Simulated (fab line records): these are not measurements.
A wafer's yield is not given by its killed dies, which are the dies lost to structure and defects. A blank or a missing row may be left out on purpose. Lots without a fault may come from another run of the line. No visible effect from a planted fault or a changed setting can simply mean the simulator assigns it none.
Matching of chambers || flow n5 finfet || 4 sister chambers for N5_SDB_ALD_29 on ald sin-01
The step deposits SiNx, target thk 30 nm, pulse time 1 s, ald cycles 600. 18 wafers are shown with their chamber, then 9 later ones without.

WAFERS WITH THEIR CHAMBER
{"wafer": "L075.1", "chamber": 3, "heater power w (W)": 902, "precursor pulse height rel": 1.003}
{"wafer": "L075.4", "chamber": 2, "heater power w (W)": 834, "precursor pulse height rel": 1.044}
{"wafer": "L075.5", "chamber": 3, "heater power w (W)": 887, "precursor pulse height rel": 1.010}
{"wafer": "L079.1", "chamber": 3, "heater power w (W)": 910, "precursor pulse height rel": 1.005}
{"wafer": "L079.5", "chamber": 2, "heater power w (W)": 831, "precursor pulse height rel": 0.992}
{"wafer": "L079.6", "chamber": 3, "heater power w (W)": 898, "precursor pulse height rel": 0.985}
{"wafer": "L085.2", "chamber": 2, "heater power w (W)": 802, "precursor pulse height rel": 0.996}
{"wafer": "L085.3", "chamber": 1, "heater power w (W)": 692, "precursor pulse height rel": 0.993}
{"wafer": "L085.4", "chamber": 0, "heater power w (W)": 909, "precursor pulse height rel": 0.994}
{"wafer": "L086.2", "chamber": 0, "heater power w (W)": 897, "precursor pulse height rel": 1.001}
{"wafer": "L086.3", "chamber": 2, "heater power w (W)": 842, "precursor pulse height rel": 1.026}
{"wafer": "L086.5", "chamber": 0, "heater power w (W)": 881, "precursor pulse height rel": 0.997}
{"wafer": "L088.1", "chamber": 3, "heater power w (W)": 891, "precursor pulse height rel": 1.014}
{"wafer": "L088.3", "chamber": 2, "heater power w (W)": 816, "precursor pulse height rel": 0.994}
{"wafer": "L088.4", "chamber": 0, "heater power w (W)": 884, "precursor pulse height rel": 1.020}
{"wafer": "L089.3", "chamber": 0, "heater power w (W)": 909, "precursor pulse height rel": 1.012}
{"wafer": "L089.5", "chamber": 1, "heater power w (W)": 688, "precursor pulse height rel": 1.001}
{"wafer": "L089.6", "chamber": 2, "heater power w (W)": 839, "precursor pulse height rel": 1.001}

SIGNATURES (means of the wafers above)
{"reading": "heater power w", "chamber 0": 896.00, "chamber 1": 690.00, "chamber 2": 827.33, "chamber 3": 897.60, "scatter within a chamber": 12.6}
{"reading": "precursor pulse height rel", "chamber 0": 1.00480, "chamber 1": 0.99700, "chamber 2": 1.00883, "chamber 3": 1.00340, "scatter within a chamber": 0.0153}
Rule: for each reading, subtract the chamber's mean from the wafer's reading, divide by that reading's scatter and square the result; add these up over the readings and take the root, which gives the wafer's distance from the chamber. If the next closest chamber is less than 2 further off than the closest, the wafer can't be placed; otherwise it belongs to the closest. The scatter: take each reading less its chamber's mean, square it, sum over the shown wafers, divide by the number of wafers less the number of chambers, and take the root.

WAFERS WITH NO CHAMBER GIVEN
{"wafer": "L091.2", "heater power w (W)": 705, "precursor pulse height rel": 1.009}
{"wafer": "L091.5", "heater power w (W)": 828, "precursor pulse height rel": 1.001}
{"wafer": "L091.6", "heater power w (W)": 708, "precursor pulse height rel": 1.015}
{"wafer": "L094.1", "heater power w (W)": 873, "precursor pulse height rel": 0.991}
{"wafer": "L094.2", "heater power w (W)": 881, "precursor pulse height rel": 1.006}
{"wafer": "L094.6", "heater power w (W)": 876, "precursor pulse height rel": 1.013}
{"wafer": "L097.1", "heater power w (W)": 917, "precursor pulse height rel": 1.014}
{"wafer": "L097.2", "heater power w (W)": 673, "precursor pulse height rel": 1.046}
{"wafer": "L097.5", "heater power w (W)": 700, "precursor pulse height rel": 0.981}

WHICH CHAMBER EACH ONE RAN IN
{"wafer": "L091.2", "from the rows above": 1, "in truth": 1}
{"wafer": "L091.5", "from the rows above": 2, "in truth": 2}
{"wafer": "L091.6", "from the rows above": 1, "in truth": 1}
{"wafer": "L094.1", "from the rows above": "can't be placed: 0 or 3 or 2", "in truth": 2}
{"wafer": "L094.2", "from the rows above": "can't be placed: 0 or 3", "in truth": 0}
{"wafer": "L094.6", "from the rows above": "can't be placed: 0 or 3", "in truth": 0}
{"wafer": "L097.1", "from the rows above": "can't be placed: 3 or 0", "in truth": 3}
{"wafer": "L097.2", "from the rows above": 1, "in truth": 1}
{"wafer": "L097.5", "from the rows above": 1, "in truth": 1}
Correct placement for 5 of the 9. Unplaceable from these rows: 4, with the true chamber sitting among the candidates in 4. Wrongly placed: 0.
